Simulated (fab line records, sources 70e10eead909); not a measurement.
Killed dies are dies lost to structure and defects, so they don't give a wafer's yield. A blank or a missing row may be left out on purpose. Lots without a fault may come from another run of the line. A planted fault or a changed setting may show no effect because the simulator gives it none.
fab line records | flow nand_harc
record lots=13 wafers=39 last_day=24
route steps=1159 shown A_BLC@987 A_BONDPAD@1082 HYBRID_BOND@1094 END@1159
lots that met no fault: from a run of the same line without faults
start_h: hours from the record's first day to the start of the lot's first wafer shown | wait_h: hours since the lot's step before | " the same as in the row above | L1.1+2: a row that stands for several wafers | - no value, or no start given | * or withheld: withheld | < > ~ a bound
route shown NAME@n: a module of which the file shows steps, and the number in the route of the first | usual: mean/standard deviation of fault-free wafers | same: alike in all rows | chamber/n: place in a boat | sites: the reading at each site | _std_site: their standard deviation | _edge_site: outer sites' mean less inner sites' | radius_mm: how far each site lies from the wafer's centre | mask NAME#n: copy n | behind: the tool/chamber that last shaped the wafer | hold: why the lot was held/for how many hours/how that ended | device: the transistor (n, p or np) that didn't switch | end of line: the same wafers' tests at the end of the route | a step without rows: its recipe alone | killed: dies lost to structure and defects at the first sort, not the wafer's yield | map: a wafer's dies, x killed, . not, _ none there
set.NAME: the setting as run; set.NAME@STEP: as run at that earlier step | model.NAME: the simulator's own value behind a step, which no gauge read
steps of the route over a sample of lots; a table a step, a row a wafer
services: from which hour (start_h, from the record's first day; less than 0 if before it) a tool's chamber was out of use, for how many hours, and why
## steps
# step NHARC_A_BLC_PVD_32
# recipe target_thk_a=50 chamber_pressure_pa=5 power_w=5000 substrate_temp_c=200 time_s=17.7 material=Ti
# usual chamber_pressure_pa=5.001/0.01 throttle_valve_pct=30.0/1.4
# columns lot.wafer tool chamber start_h wait_h chamber_pressure_pa throttle_valve_pct
L200.1 pvd_sputter-02 - 392.69 - 5.005 29.6
L200.2 " - " " 5.003 30.8
L200.3 " - " " 5.017 29.5
L203.2 pvd_sputter-03 - 400.14 - 5.016 28.2
L203.3 " - " " 5.010 30.1
L203.5 " - " " 5.017 28.4
L201.2 pvd_sputter-01 - 403.70 - 5.006 27.1
L201.3 " - " " 5.017 29.1
L201.5 " - " " 5.009 29.0
L202.1 pvd_sputter-02 - 405.28 - 5.011 29.3
L202.3 " - " " 4.993 31.0
L202.2 " - " " 5.004 30.2
L206.1 pvd_sputter-02 - 421.82 - 4.995 30.6
L206.4 " - " " 4.991 29.1
L206.2 " - " " 5.008 31.1
L209.1 pvd_sputter-02 - 447.58 - 4.996 30.9
L209.5 " - " " 4.987 30.1
L209.6 " - " " 4.991 30.3
L211.3 pvd_sputter-02 - 466.33 - 5.010 30.2
L211.2 " - " " 4.998 30.9
L211.5 " - " " 4.999 29.5
L214.3 pvd_sputter-03 - 487.22 - 4.997 29.8
L214.6 " - " " 4.994 30.9
L214.5 " - " " 5.006 29.7
L215.3 pvd_sputter-01 - 488.27 - 4.995 27.1
L215.2 " - " " 5.006 30.5
L215.5 " - " " 5.002 27.3
L216.4 pvd_sputter-03 - 501.46 - 4.994 31.1
L216.1 " - " " 5.007 31.0
L216.5 " - " " 5.007 29.4
L217.1 pvd_sputter-03 - 509.28 - 5.013 28.2
L217.4 " - " " 5.004 31.0
L217.3 " - " " 4.980 29.4
L221.3 pvd_sputter-03 - 526.76 - 5.008 28.2
L221.6 " - " " 5.002 30.9
L221.5 " - " " 5.016 29.5
L223.3 pvd_sputter-01 - 533.29 - 5.000 30.4
L223.2 " - " " 4.996 32.2
L223.1 " - " " 4.998 27.2
# step NHARC_A_BONDPAD_DEGAS_25
# recipe temp_c=300 time_s=60
# usual heater_power_w=475/48
# columns lot.wafer tool chamber start_h wait_h heater_power_w
L200.2 pvd_sputter-01 - 409.74 - 410
L200.3 " - " " 460
L200.1 " - " " 481
L203.2 pvd_sputter-02 - 412.90 - 547
L203.3 " - " " 448
L203.5 " - " " 450
L201.3 pvd_sputter-01 - 420.51 - 483
L201.2 " - " " 411
L201.5 " - " " 471
L202.1 pvd_sputter-01 - 421.23 - 419
L202.2 " - " " 436
L202.3 " - " " 461
L206.1 pvd_sputter-02 - 438.13 - 445
L206.2 " - " " 515
L206.4 " - " " 430
L209.1 pvd_sputter-02 - 459.97 - 427
L209.5 " - " " 556
L209.6 " - " " 438
L211.2 pvd_sputter-02 - 480.30 - 553
L211.3 " - " " 448
L211.5 " - " " 559
L214.3 pvd_sputter-03 - 504.10 - 531
L214.5 " - " " 537
L214.6 " - " " 456
L215.3 pvd_sputter-02 - 504.76 - 563
L215.2 " - " " 513
L215.5 " - " " 556
L216.4 pvd_sputter-02 - 519.23 - 545
L216.1 " - " " 508
L216.5 " - " " 549
L217.4 pvd_sputter-03 - 524.98 - 552
L217.3 " - " " 520
L221.6 pvd_sputter-03 - 544.36 - 529
L221.5 " - " " 446
L223.3 pvd_sputter-03 - 546.81 - 546
L223.1 " - " " 439
L223.2 " - " " 530
# step NHARC_A_BONDPAD_ANNEAL_28
# recipe temp_c=225 time_s=90
# usual wafer_temp_C_max=226.0/0.35
# columns lot.wafer tool chamber start_h wait_h wafer_temp_C_max
L200.1 rtp_anneal-02 0 410.48 0.3 226.6
L200.2 " 0 " " 226.5
L200.3 " 0 " " 226.5
L203.2 rtp_anneal-02 0 413.69 0.3 226.5
L203.3 " 0 " " 226.3
L203.5 " 0 " " 227.3
L201.2 rtp_anneal-02 0 421.48 - 226.1
L201.3 " 0 " " 226.5
L201.5 " 0 " " 225.9
L202.1 rtp_anneal-02 0 421.98 0.3 225.9
L202.2 " 0 " " 225.7
L202.3 " 0 " " 225.9
L206.1 rtp_anneal-01 0 438.87 0.3 225.5
L206.2 " 0 " " 226.1
L206.4 " 0 " " 225.6
L209.1 rtp_anneal-01 0 460.98 - 226.1
L209.5 " 0 " " 225.4
L209.6 " 0 " " 225.5
L211.2 rtp_anneal-01 0 481.08 - 225.9
L211.3 " 0 " " 225.9
L211.5 " 0 " " 225.8
L214.3 rtp_anneal-01 0 505.07 0.4 225.8
L214.5 " 0 " " 225.7
L214.6 " 0 " " 225.9
L215.2 rtp_anneal-01 0 505.60 - 225.9
L215.3 " 0 " " 225.9
L215.5 " 0 " " 225.6
L216.1 rtp_anneal-01 0 520.07 - 225.5
L216.4 " 0 " " 225.8
L216.5 " 0 " " 226.0
L217.3 rtp_anneal-01 0 525.85 0.4 225.8
L217.4 " 0 " " 226.1
L221.5 rtp_anneal-02 0 545.29 0.3 226.0
L221.6 " 0 " " 225.9
L223.1 rtp_anneal-02 0 547.73 0.4 226.2
L223.2 " 0 " " 226.1
L223.3 " 0 " " 226.1
# step NHARC_HYBRID_BOND_ACTIVATE_00
# recipe time_s=60 n2_flow_sccm=200 ar_flow_sccm=0 bias_power_w=0 chemistry=N2
# usual drypump_motor_current_A=5.7/0.54 mfc_ar_sccm=0.003/0.0042 oes_product_au=1.003/0.0089 rf_vpp_V=64.4/0.85 showerhead_plenum_p_Torr=1.82/0.046
# columns lot.wafer tool chamber start_h wait_h drypump_motor_current_A mfc_ar_sccm oes_product_au rf_hours_counter_h rf_vpp_V showerhead_plenum_p_Torr
L200.1 rie_diel-04 1 411.44 0.1 5.9 0 1.008 11 63.9 1.86
L200.2 " 3 " " 6.2 0 1.005 11 63.7 1.84
L200.3 " 0 " " 4.8 0 1.008 11 63.3 1.80
L203.2 rie_diel-07 0 414.66 0.1 5.3 0 1.014 0 62.2 1.80
L203.3 " 2 " " 6.2 0 0.995 0 63.5 1.71
L203.5 " 0 " " 5.3 0 1.020 - 64.8 1.80
L201.2 rie_diel-04 1 422.36 0.1 5.9 0 1.016 12 63.1 1.86
L201.3 " 2 " " 5.7 0.009 1.015 12 63.7 1.88
L201.5 " 2 " " 5.6 0.009 1.015 - 65.3 1.88
L202.1 rie_diel-04 1 422.92 0.1 5.9 0 1.023 12 63.7 1.85
L202.3 " 2 " " 5.6 0.009 1.014 12 63.6 1.88
L202.2 " 3 " " 6.2 0 1.008 12 63.9 1.84
L206.1 rie_diel-04 1 439.80 0.1 5.9 0 1.017 13 64.4 1.85
L206.4 " 2 " " 5.6 0.009 1.008 13 63.5 1.88
L206.2 " 3 " " 6.2 0 0.995 13 64.9 1.84
L209.1 rie_diel-04 0 461.91 0.1 4.8 0 1.002 15 63.4 1.80
L209.6 " 0 " " 4.8 0 0.999 - 65.1 1.80
L209.5 " 1 " " 5.9 0 1.019 - 63.5 1.85
L211.2 rie_diel-04 1 481.95 0.1 5.9 0 0.999 0 64.0 1.85
L211.3 " 3 " " 6.2 0 0.996 0 64.9 1.84
L211.5 " 2 " " 5.6 0.009 0.986 - 64.0 1.87
L214.3 rie_diel-04 2 506.18 0.1 5.6 0.009 0.992 3 64.3 1.87
L214.6 " 3 " " 6.2 0 0.990 - 65.1 1.84
L214.5 " 0 " " 4.8 0 0.996 - 65.1 1.80
L215.2 rie_diel-03 2 506.79 0.1 5.6 0.012 0.998 41 63.3 1.84
L215.3 " 3 " " 6.7 0 1.003 41 64.0 1.72
L215.5 " 1 " " 4.9 0 1.010 - 64.6 1.80
L216.4 rie_diel-04 0 521.02 0.1 4.8 0 0.999 2 64.0 1.80
L216.1 " 2 " " 5.6 0.009 0.985 4 63.4 1.87
L216.5 " 3 " " 6.2 0 1.002 - 63.2 1.84
L217.4 rie_diel-07 2 526.73 0.1 6.1 0 0.985 35 64.3 1.70
L217.3 " 3 " " 5.1 0.004 0.996 40 64.0 1.75
L221.6 rie_diel-04 1 546.08 0.1 6.0 0 1.009 - 65.6 1.85
L221.5 " 2 " " 5.6 0.009 0.995 - 64.9 1.87
L223.2 rie_diel-07 3 548.72 0.1 5.1 0.004 0.984 47 66.4 1.75
L223.1 " 1 " " 6.6 0 0.995 45 63.1 1.73
L223.3 " 2 " " 6.2 0 0.984 43 65.9 1.70
# step NHARC_END_SORT_01
# recipe temp_c=25
# usual killed_at_array=26/10 killed_at_other=0.5/0.87 killed_at_periphery=3.0/2.5 killed_dies=29/11 killed_open=3.3/1.9 killed_short=1.8/1.5
# same gross_dies=677
# columns lot.wafer tool chamber start_h wait_h killed_at_array killed_at_other killed_at_periphery killed_dies killed_open killed_short
L217.1 prober-01 0 557.93 2.5 672 1 4 677 2 5
L217.3 prober-01 0 559.51 3.1 32 0 4 36 4 2
L217.4 prober-01 0 560.30 3.4 30 1 2 33 6 0
L221.3 prober-01 0 575.97 3.1 670 1 6 677 3 3
L221.5 prober-01 0 577.60 3.8 27 1 9 37 4 1
L221.6 prober-01 0 578.41 4.1 18 2 5 25 0 3
# killed by level:class
L217.1 A_BLC:area_pvd=640 A_CHANNEL_HOLE_D1:chamber_film_flake=20 A_STAIRCASE:chamber_film_flake=4 A_CONTACT:chamber_film_flake=4 P_GATE:geometric_particle:short=1 P_CONTACT:geometric_particle:short=1 P_M0:geometric_particle:short=1 A_SOURCE_PLATE:geometric_particle:open=1
L217.3 A_CHANNEL_HOLE_D1:chamber_film_flake=16 A_CONTACT:chamber_film_flake=9 P_STI:chamber_film_flake=2 P_GATE:geometric_particle:short=1 A_CHANNEL_FILL_D1:geometric_particle:open=1 A_SGD_CUT:geometric_particle:open=1 A_WL_FILL:geometric_particle:open=1 A_CONTACT:geometric_particle:short=1
L217.4 A_CHANNEL_HOLE_D1:chamber_film_flake=15 A_CONTACT:chamber_film_flake=7 A_CONTACT:geometric_particle:open=2 A_STAIRCASE:chamber_film_flake=2 P_M0:geometric_particle:open=1 A_ONON_D1:geometric_particle:open=1 A_SGD_CUT:geometric_particle:open=1 A_M0:geometric_particle:open=1
L221.3 A_BLC:area_pvd=649 A_CHANNEL_HOLE_D1:chamber_film_flake=9 A_CONTACT:chamber_film_flake=6 P_STI:chamber_film_flake=3 P_M2:chamber_film_flake=2 P_M2:geometric_particle:open=1 A_ONON_D1:geometric_particle:short=1 A_CHANNEL_HOLE_D1:geometric_particle:short=1
L221.5 A_CHANNEL_HOLE_D1:chamber_film_flake=11 P_M2:chamber_film_flake=7 A_STAIRCASE:chamber_film_flake=6 A_CONTACT:chamber_film_flake=3 A_CONTACT:geometric_particle:open=2 A_M0:chamber_film_flake=2 P_CONTACT:geometric_particle:open=1 A_ONON_D1:geometric_particle:short=1
L221.6 A_CONTACT:chamber_film_flake=5 A_CHANNEL_HOLE_D1:chamber_film_flake=4 P_STI:chamber_film_flake=3 A_ONON_D1:geometric_particle:short=2 P_M2:chamber_film_flake=2 A_SLIT:chamber_film_flake=2 A_WL_FILL:chamber_film_flake=2 THIN_TSV:chamber_film_flake=2
## services
# columns tool chamber start_h hours kind
pvd_sputter-01 - 368.83 10.0 pm
pvd_sputter-03 - 370.71 28.2 repair
rie_diel-04 0 371.49 - clean
rie_diel-04 1 371.49 - clean
rie_diel-04 2 371.49 - clean
rie_diel-04 3 371.49 - clean
rie_diel-03 - 392.47 9.0 pm
pvd_sputter-02 - 393.43 10.0 pm
rie_diel-04 0 395.99 - clean
rie_diel-07 - 405.35 9.0 pm
pvd_sputter-02 - 420.11 0.6 repair
rie_diel-07 3 437.54 1.3 repair
pvd_sputter-02 - 446.17 0.8 repair
pvd_sputter-03 - 458.00 10.0 pm
rie_diel-04 - 465.99 9.0 pm
pvd_sputter-02 - 467.44 6.9 repair
rie_diel-07 2 485.03 5.6 repair
rie_diel-04 0 488.83 14.5 repair
pvd_sputter-02 - 507.50 2.0 repair
rie_diel-04 3 513.05 4.0 repair
pvd_sputter-01 - 521.16 2.6 repair
rie_diel-04 2 522.93 7.4 repair
pvd_sputter-01 - 547.13 10.0 pm
pvd_sputter-02 - 547.36 4.1 repair
## key
first_sign step=NHARC_END_SORT_01 reading=killed_at_array direction=up sigmas=65 usual=26 struck=671
effect step=NHARC_END_SORT_01 reading=killed_dies direction=up sigmas=61 usual=29 struck=677
more_kills_born_at NHARC_A_BLC_PVD_32@pvd_sputter-03=1289
met_at NHARC_A_BLC_PVD_32
struck_lots L217,L221
struck_wafers L217.1,L221.3
later_rows_left_out L217.1,L221.3
tester_left_out L217,L221
not_acting_at NHARC_A_BONDPAD_DEGAS_25,NHARC_A_BONDPAD_ANNEAL_28,NHARC_HYBRID_BOND_ACTIVATE_00
onset_between 400.14 509.28
fault kind=process_parameter_drift tool=pvd_sputter-03 chamber=- onset_h=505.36 steps=NHARC_A_BLC_PVD_32 channel=target_thk_a offset=* shape=step end_h=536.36 acts_in=* stated=* scope=struck_wafers_only
# tester_left_out: of these lots the tester's yield and bins aren't shown, on N5 and GAA mostly nor the transistor test; their killed dies are dies lost to structure and defects alone, not to doping, threshold or leakage, so they don't give the yield
# later_rows_left_out: the simulator's readings of these wafers behind a module that went badly wrong aren't trusted and aren't shown, but for the sort
